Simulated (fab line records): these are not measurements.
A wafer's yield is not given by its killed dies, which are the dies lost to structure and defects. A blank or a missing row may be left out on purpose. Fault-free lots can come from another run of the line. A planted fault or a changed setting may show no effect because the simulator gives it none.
Which of the tools did it?    flow nand-harc    22 lots, 66 wafers sampled, at 6 steps of a route of 1302

== WHAT EACH GAUGE READ, for each wafer ==
No reading from a measuring or inspecting step in the record can be judged against a usual standard deviation.

== TOOL THAT RAN EACH LOT (tool first, then ch and the chambers of the sampled wafers, then the start) ==
lot   NHARC_A_STAIRCASE_ETCH_253          NHARC_A_STAIRCASE_HM_DEP_459   NHARC_A_STAIRCASE_ETCH_292          NHARC_A_STAIRCASE_ETCH_452                   NHARC_A_STAIRCASE_ETCH_294                   NHARC_A_STAIRCASE_ETCH_453
L074  rie-diel-05 ch 0,1,3, day 16 00:26  acl-dep-03 ch 0, day 16 13:31  rie-diel-02 ch 1,2,3, day 16 16:08  rie-diel-02 ch 0,3, no start                 rie-diel-02 ch 0,2, no start                 rie-diel-03 ch 0,2, no start
L075  rie-diel-03 ch 0,1, day 16 07:43    acl-dep-03 ch 0, day 16 22:51  rie-diel-03 ch 0,3, day 17 01:55    rie-diel-03 ch 0,3, day 17 10:41 or earlier  rie-diel-03 ch 0,3, day 17 10:41 or earlier  rie-diel-05 ch 0,1,2, day 17 10:41
L078  rie-diel-05 ch 0,2,3, day 17 11:52  acl-dep-03 ch 0, day 17 20:06  rie-diel-03 ch 0,2,3, day 17 23:12  rie-diel-03 ch 0,3, no start                 rie-diel-03 ch 0,2,3, no start               rie-diel-03 ch 0,3, no start
L076  rie-diel-03 ch 0,2,3, day 17 14:26  acl-dep-02 ch 0, day 18 01:26  rie-diel-02 ch 0,1,3, day 18 04:23  rie-diel-02 ch 1,2,3, no start               rie-diel-02 ch 0,3, no start                 rie-diel-05 ch 0,1, no start
L077  rie-diel-03 ch 0,3, day 17 16:18    acl-dep-01 ch 0, day 18 02:43  rie-diel-02 ch 0,2, day 18 05:38    rie-diel-02 ch 0,1,2, no start               rie-diel-02 ch 0,1,2, no start               rie-diel-02 ch 0,2, no start
L079  rie-diel-03 ch 0,2,3, day 17 20:50  acl-dep-01 ch 0, day 18 05:29  rie-diel-02 ch 0,1,2, day 18 07:41  rie-diel-02 ch 0,1,2, no start               rie-diel-02 ch 0,1,2, no start               rie-diel-05 ch 2,3, no start
L080  rie-diel-02 ch 0,2, day 18 15:09    acl-dep-03 ch 0, day 18 23:47  rie-diel-05 ch 0,2, day 19 02:25    rie-diel-05 ch 0,1,3, no start               rie-diel-05 ch 0,2,3, no start               rie-diel-05 ch 0,2, no start
L082  rie-diel-03 ch 0,1,2, day 19 05:14  acl-dep-02 ch 0, day 19 14:50  rie-diel-05 ch 0,1,3, day 19 17:48  rie-diel-05 ch 0,1,3, no start               rie-diel-05 ch 0,1,3, no start               rie-diel-05 ch 0,1,2, no start
L085  rie-diel-03 ch 0,1, day 20 18:05    acl-dep-02 ch 0, day 21 10:08  rie-diel-05 ch 0,1,2, day 21 12:57  rie-diel-05 ch 0,2,3, no start               rie-diel-05 ch 1,3, no start                 rie-diel-03 ch 0,1,3, no start
L083  rie-diel-03 ch 0,2,3, day 20 18:20  acl-dep-01 ch 0, day 21 10:50  rie-diel-02 ch 0,1,3, day 21 13:29  rie-diel-02 ch 0,1,3, no start               rie-diel-02 ch 0,1,2, no start               rie-diel-05 ch 1,2,3, no start
L084  rie-diel-03 ch 1,2,3, day 20 21:47  acl-dep-02 ch 0, day 21 12:35  rie-diel-03 ch 0,1, day 21 14:53    rie-diel-03 ch 0,1,2, no start               rie-diel-03 ch 0,3, no start                 rie-diel-05 ch 0,1,2, no start
L087  rie-diel-02 ch 2,3, day 21 17:55    acl-dep-01 ch 0, day 22 04:02  rie-diel-05 ch 0,1,3, day 22 06:40  rie-diel-05 ch 0,1,2, no start               rie-diel-05 ch 1,3, no start                 rie-diel-03 ch 0,2, no start
L088  rie-diel-05 ch 0,1,3, day 21 22:14  acl-dep-03 ch 0, day 22 06:21  rie-diel-05 ch 0,2,3, day 22 08:57  rie-diel-05 ch 0,2,3, no start               rie-diel-05 ch 0,1,3, no start               rie-diel-02 ch 0,2,3, no start
L089  rie-diel-02 ch 1,2, day 22 04:17    acl-dep-01 ch 0, day 22 14:42  rie-diel-03 ch 0,3, day 22 17:08    rie-diel-03 ch 0,2, no start                 rie-diel-03 ch 2,3, no start                 rie-diel-02 ch 2,3, no start
L090  rie-diel-05 ch 1,2,3, day 23 00:15  acl-dep-03 ch 0, day 23 10:02  rie-diel-02 ch 0,1,2, day 23 11:59  rie-diel-02 ch 0,2,3, no start               rie-diel-02 ch 1,2, no start                 rie-diel-03 ch 0,3, no start
L092  rie-diel-05 ch 0,1, day 23 08:52    acl-dep-03 ch 0, day 23 16:11  rie-diel-02 ch 0,1,3, day 23 19:34  rie-diel-02 ch 0,1, no start                 rie-diel-02 ch 1,2,3, no start               rie-diel-02 ch 1,2, no start
L091  rie-diel-02 ch 0,2,3, day 23 09:29  acl-dep-01 ch 0, day 23 18:11  rie-diel-03 ch 1,2,3, day 23 21:07  rie-diel-03 ch 0,2,3, no start               rie-diel-03 ch 1,2,3, no start               rie-diel-03 ch 0,2, no start
L093  rie-diel-02 ch 0,2, day 24 10:12    acl-dep-03 ch 0, day 24 22:41  rie-diel-05 ch 0,3, day 25 01:11    rie-diel-05 ch 0,1,2, no start               rie-diel-05 ch 0,1,3, no start               rie-diel-05 ch 0,2,3, no start
L095  rie-diel-03 ch 0,1,2, day 24 20:35  acl-dep-03 ch 0, day 25 04:11  rie-diel-02 ch 0,3, day 25 06:12    rie-diel-02 ch 0,1,3, no start               rie-diel-02 ch 2,3, no start                 rie-diel-03 ch 1,2, no start
L094  rie-diel-03 ch 2,3, day 24 21:03    acl-dep-02 ch 0, day 25 06:16  rie-diel-02 ch 0,2, day 25 08:59    rie-diel-02 ch 0,1,2, no start               rie-diel-02 ch 0,1, no start                 rie-diel-02 ch 0,2,3, no start
L096  rie-diel-03 ch 0,1,2, day 25 10:46  acl-dep-01 ch 0, day 25 18:10  rie-diel-03 ch 0,1, day 25 20:48    rie-diel-03 ch 0,3, no start                 rie-diel-03 ch 0,1,3, no start               rie-diel-05 ch 1,3, no start
L097  rie-diel-03 ch 0,2, day 26 01:34    acl-dep-01 ch 0, day 26 08:25  rie-diel-05 ch 0,1,3, day 26 11:22  rie-diel-05 ch 0,3, no start                 rie-diel-05 ch 0,1, no start                 rie-diel-02 ch 1,2, no start
- NHARC_A_STAIRCASE_ETCH_253: etches the open film in C4F8/O2, target depth 50 nm, time 20.2 s.
- NHARC_A_STAIRCASE_HM_DEP_459: deposits aC, target thk 1500 nm.
- NHARC_A_STAIRCASE_ETCH_292: etches the open film in CF4/CHF3.
- NHARC_A_STAIRCASE_ETCH_452: etches the open film in CF4/O2, target depth 30 nm, overetch 3 nm, time 16.5 s.
- NHARC_A_STAIRCASE_ETCH_294: etches the open film in C4F8/O2/Ar, target depth 4989 nm, time 1211.6 s.
- NHARC_A_STAIRCASE_ETCH_453: etches the open film in CF4/O2, target depth 30 nm, overetch 3 nm, time 16.5 s.

== WHAT THE TOOLS THEMSELVES READ (means of the sampled wafers that have a number; where no wafer has one, the mark that the record gives instead) ==
NHARC_A_STAIRCASE_ETCH_253. Usual: oes-product-au 0.950 a.u., standard deviation 0.019; rf-vpp-V 894 V, standard deviation 4.8.
lot   tool         oes-product-au (a.u.)  rf-vpp-V (V)  flag
L074  rie-diel-05  0.968                  896           
L075  rie-diel-03  0.929                  899           
L078  rie-diel-05  0.923                  893           
L076  rie-diel-03  0.925                  894           
L077  rie-diel-03  0.956                  896           
L079  rie-diel-03  0.933                  894           
L080  rie-diel-02  0.968                  895           
L082  rie-diel-03  0.963                  895           
L085  rie-diel-03  0.954                  899           
L083  rie-diel-03  0.968                  894           
L084  rie-diel-03  0.944                  894           
L087  rie-diel-02  0.982                  893           
L088  rie-diel-05  0.929                  895           
L089  rie-diel-02  0.934                  889           
L090  rie-diel-05  0.941                  897           
L092  rie-diel-05  0.941                  895           
L091  rie-diel-02  0.951                  893           
L093  rie-diel-02  0.956                  891           
L095  rie-diel-03  0.966                  895           
L094  rie-diel-03  0.966                  890           
L096  rie-diel-03  0.957                  894           
L097  rie-diel-03  0.957                  890           

NHARC_A_STAIRCASE_HM_DEP_459. Usual: throttle-valve-pct at 35.000 %, with a standard deviation of 0.0088.
lot   tool        throttle-valve-pct (%)  flag
L074  acl-dep-03  35.003                  
L075  acl-dep-03  35.000                  
L078  acl-dep-03  34.999                  
L076  acl-dep-02  35.000                  
L077  acl-dep-01  35.012                  
L079  acl-dep-01  35.004                  
L080  acl-dep-03  34.999                  
L082  acl-dep-02  35.008                  
L085  acl-dep-02  34.995                  
L083  acl-dep-01  35.002                  
L084  acl-dep-02  35.006                  
L087  acl-dep-01  34.997                  
L088  acl-dep-03  34.987                  
L089  acl-dep-01  34.996                  
L090  acl-dep-03  35.005                  
L092  acl-dep-03  35.001                  
L091  acl-dep-01  35.001                  
L093  acl-dep-03  35.000                  
L095  acl-dep-03  34.997                  
L094  acl-dep-02  35.000                  
L096  acl-dep-01  34.997                  
L097  acl-dep-01  34.998                  

NHARC_A_STAIRCASE_ETCH_292. Usual: cf4-flow-sccm 99.95 sccm, standard deviation 0.29; drypump-motor-current-A 6.0 A, standard deviation 0.41; oes-product-au 0.936 a.u., standard deviation 0.022; rf-vpp-V 369.6 V, standard deviation 2.1; showerhead-plenum-p-Torr 1.54 Torr, standard deviation 0.056; throttle-valve-pct 16.802 %, standard deviation 0.0091.
lot   tool         cf4-flow-sccm (sccm)  drypump-motor-current-A (A)  oes-product-au (a.u.)  rf-vpp-V (V)  showerhead-plenum-p-Torr (Torr)  throttle-valve-pct (%)  flag
L074  rie-diel-02  99.94                 6.0                          0.920                  368.8         1.52                             16.799                  
L075  rie-diel-03  100.00                6.1                          0.911                  371.0         1.59                             16.811                  
L078  rie-diel-03  100.04                6.2                          0.954                  370.5         1.54                             16.807                  
L076  rie-diel-02  100.01                5.9                          0.927                  370.1         1.56                             16.796                  
L077  rie-diel-02  100.00                5.9                          0.957                  368.7         1.52                             16.804                  
L079  rie-diel-02  99.88                 5.9                          0.930                  369.4         1.54                             16.813                  
L080  rie-diel-05  99.63                 6.1                          0.933                  368.5         1.51                             16.804                  
L082  rie-diel-05  99.93                 6.0                          0.955                  369.8         1.56                             16.788                  
L085  rie-diel-05  99.94                 6.2                          0.922                  368.9         1.54                             16.798                  
L083  rie-diel-02  99.87                 5.9                          0.920                  369.5         1.56                             16.805                  
L084  rie-diel-03  99.87                 5.6                          0.920                  371.6         1.61                             16.808                  
L087  rie-diel-05  99.96                 6.0                          0.962                  369.7         1.56                             16.803                  
L088  rie-diel-05  99.93                 5.9                          0.920                  369.2         1.52                             16.806                  
L089  rie-diel-03  99.88                 5.9                          0.922                  370.6         1.58                             16.808                  
L090  rie-diel-02  99.92                 5.8                          0.932                  368.7         1.52                             16.797                  
L092  rie-diel-02  99.97                 5.9                          0.932                  369.6         1.55                             16.806                  
L091  rie-diel-03  99.76                 6.2                          0.920                  369.6         1.54                             16.796                  
L093  rie-diel-05  100.08                5.7                          0.924                  369.5         1.53                             16.792                  
L095  rie-diel-02  99.87                 5.9                          0.966                  370.0         1.56                             16.801                  
L094  rie-diel-02  99.69                 5.7                          0.985                  370.1         1.55                             16.797                  
L096  rie-diel-03  100.03                5.6                          0.918                  371.9         1.60                             16.793                  
L097  rie-diel-05  100.10                6.0                          0.926                  373.0         1.63                             16.802                  

NHARC_A_STAIRCASE_ETCH_452. Usual: cf4-flow-sccm 79.97 sccm, standard deviation 0.24; drypump-motor-current-A 6.0 A, standard deviation 0.4; oes-product-au 0.998 a.u., standard deviation 0.0098; rf-vpp-V 197.3 V, standard deviation 1.4; showerhead-plenum-p-Torr 1.31 Torr, standard deviation 0.049; throttle-valve-pct 13.397 %, standard deviation 0.0092.
lot   tool         cf4-flow-sccm (sccm)  drypump-motor-current-A (A)  oes-product-au (a.u.)  rf-vpp-V (V)  showerhead-plenum-p-Torr (Torr)  throttle-valve-pct (%)  flag
L074  rie-diel-02  80.08                 5.9                          1.000                  198.3         1.34                             13.404                  
L075  rie-diel-03  80.07                 6.1                          0.991                  198.7         1.35                             13.392                  
L078  rie-diel-03  79.87                 5.9                          0.993                  197.8         1.35                             13.401                  
L076  rie-diel-02  79.83                 6.0                          1.002                  197.0         1.29                             13.393                  
L077  rie-diel-02  79.87                 5.8                          1.000                  197.7         1.30                             13.399                  
L079  rie-diel-02  80.10                 5.8                          1.002                  196.4         1.30                             13.398                  
L080  rie-diel-05  79.78                 6.0                          0.999                  197.6         1.32                             13.394                  
L082  rie-diel-05  80.07                 6.0                          0.992                  197.0         1.32                             13.405                  
L085  rie-diel-05  80.06                 5.9                          0.996                  196.2         1.29                             13.394                  
L083  rie-diel-02  79.80                 5.9                          1.002                  197.9         1.32                             13.403                  
L084  rie-diel-03  80.04                 6.0                          1.001                  197.5         1.32                             13.397                  
L087  rie-diel-05  80.11                 6.2                          0.985                  197.8         1.30                             13.397                  
L088  rie-diel-05  79.87                 5.9                          0.998                  196.4         1.29                             13.404                  
L089  rie-diel-03  79.99                 6.0                          0.996                  196.7         1.31                             13.393                  
L090  rie-diel-02  80.07                 5.9                          1.019                  197.1         1.31                             13.384                  
L092  rie-diel-02  80.06                 5.7                          1.010                  198.1         1.33                             13.394                  
L091  rie-diel-03  79.96                 6.2                          0.991                  197.4         1.30                             13.391                  
L093  rie-diel-05  80.01                 6.2                          0.988                  198.1         1.30                             13.401                  
L095  rie-diel-02  79.99                 5.9                          1.004                  196.6         1.31                             13.406                  
L094  rie-diel-02  79.88                 5.9                          1.003                  197.9         1.29                             13.400                  
L096  rie-diel-03  80.00                 5.8                          0.994                  197.6         1.33                             13.406                  
L097  rie-diel-05  79.90                 6.2                          0.995                  199.2         1.41                             13.392                  

NHARC_A_STAIRCASE_ETCH_294. Usual: oes-product-au 0.931 a.u., standard deviation 0.013; rf-vpp-V 1823 V, standard deviation 9.1.
lot   tool         oes-product-au (a.u.)  rf-vpp-V (V)  flag
L074  rie-diel-02  0.932                  1826          
L075  rie-diel-03  0.916                  1828          
L078  rie-diel-03  0.925                  1823          
L076  rie-diel-02  0.932                  1830          
L077  rie-diel-02  0.928                  1821          
L079  rie-diel-02  0.926                  1821          
L080  rie-diel-05  0.929                  1819          
L082  rie-diel-05  0.934                  1824          
L085  rie-diel-05  0.929                  1834          
L083  rie-diel-02  0.934                  1819          
L084  rie-diel-03  0.917                  1828          
L087  rie-diel-05  0.933                  1834          
L088  rie-diel-05  0.922                  1823          
L089  rie-diel-03  0.928                  1821          
L090  rie-diel-02  0.937                  1812          
L092  rie-diel-02  0.936                  1817          
L091  rie-diel-03  0.922                  1823          
L093  rie-diel-05  0.917                  1823          
L095  rie-diel-02  0.956                  1819          
L094  rie-diel-02  0.942                  1825          
L096  rie-diel-03  0.920                  1829          
L097  rie-diel-05  0.938                  1839          

NHARC_A_STAIRCASE_ETCH_453. Usual: cf4-flow-sccm 80.02 sccm, standard deviation 0.23; drypump-motor-current-A 6.0 A, standard deviation 0.45; oes-product-au 0.997 a.u., standard deviation 0.0095; rf-vpp-V 197.2 V, standard deviation 1.3; showerhead-plenum-p-Torr 1.31 Torr, standard deviation 0.051; throttle-valve-pct 13.396 %, standard deviation 0.009.
lot   tool         cf4-flow-sccm (sccm)  drypump-motor-current-A (A)  oes-product-au (a.u.)  rf-vpp-V (V)  showerhead-plenum-p-Torr (Torr)  throttle-valve-pct (%)  flag
L074  rie-diel-03  79.91                 6.0                          0.993                  197.3         1.32                             13.386                  
L075  rie-diel-05  80.06                 6.2                          1.003                  196.9         1.31                             13.404                  
L078  rie-diel-03  80.21                 6.1                          0.987                  197.6         1.34                             13.392                  
L076  rie-diel-05  79.94                 6.5                          0.997                  197.1         1.29                             13.397                  
L077  rie-diel-02  80.14                 5.9                          1.004                  197.5         1.29                             13.397                  
L079  rie-diel-05  79.85                 5.4                          0.995                  197.7         1.33                             13.395                  
L080  rie-diel-05  79.78                 6.4                          1.003                  195.4         1.26                             13.399                  
L082  rie-diel-05  79.60                 6.2                          0.993                  197.9         1.31                             13.389                  
L085  rie-diel-03  80.16                 5.9                          0.993                  198.3         1.35                             13.399                  
L083  rie-diel-05  79.98                 5.7                          0.995                  197.2         1.34                             13.406                  
L084  rie-diel-05  80.21                 6.2                          0.992                  197.1         1.30                             13.393                  
L087  rie-diel-03  80.05                 6.3                          0.992                  196.5         1.28                             13.404                  
L088  rie-diel-02  80.03                 5.9                          1.006                  197.5         1.31                             13.393                  
L089  rie-diel-02  79.93                 6.0                          1.009                  197.3         1.27                             13.399                  
L090  rie-diel-03  80.08                 5.9                          0.994                  198.5         1.34                             13.391                  
L092  rie-diel-02  80.10                 6.0                          0.990                  196.7         1.27                             13.396                  
L091  rie-diel-03  79.93                 6.0                          0.998                  197.9         1.31                             13.392                  
L093  rie-diel-05  79.93                 5.9                          0.997                  196.4         1.28                             13.389                  
L095  rie-diel-03  79.94                 6.3                          0.997                  196.3         1.28                             13.390                  
L094  rie-diel-02  80.14                 5.9                          1.008                  197.0         1.30                             13.393                  
L096  rie-diel-05  80.10                 5.5                          0.995                  197.5         1.34                             13.395                  
L097  rie-diel-02  79.96                 6.0                          0.998                  195.9         1.26                             13.391                  

== THE ANSWER, worked out from the rows above alone ==
Rule: lot off if the mean of its wafers having a number is beyond 3 standard deviations from the usual mean. Also off: a lot with no number at a reading for which 4 or more lots have one. All remaining lots with rows at the step are treated as sound. After the gauges, taken in route order, come the tools' own readings; for these a lot's mean is taken, as printed above. At the first step where some lot is off, the reading lying furthest off is the one used; lots without a number count as furthest.
No lot is off on any of the readings shown, so nothing can be concluded from this.

== WHAT THE SIMULATOR PUT IN ==
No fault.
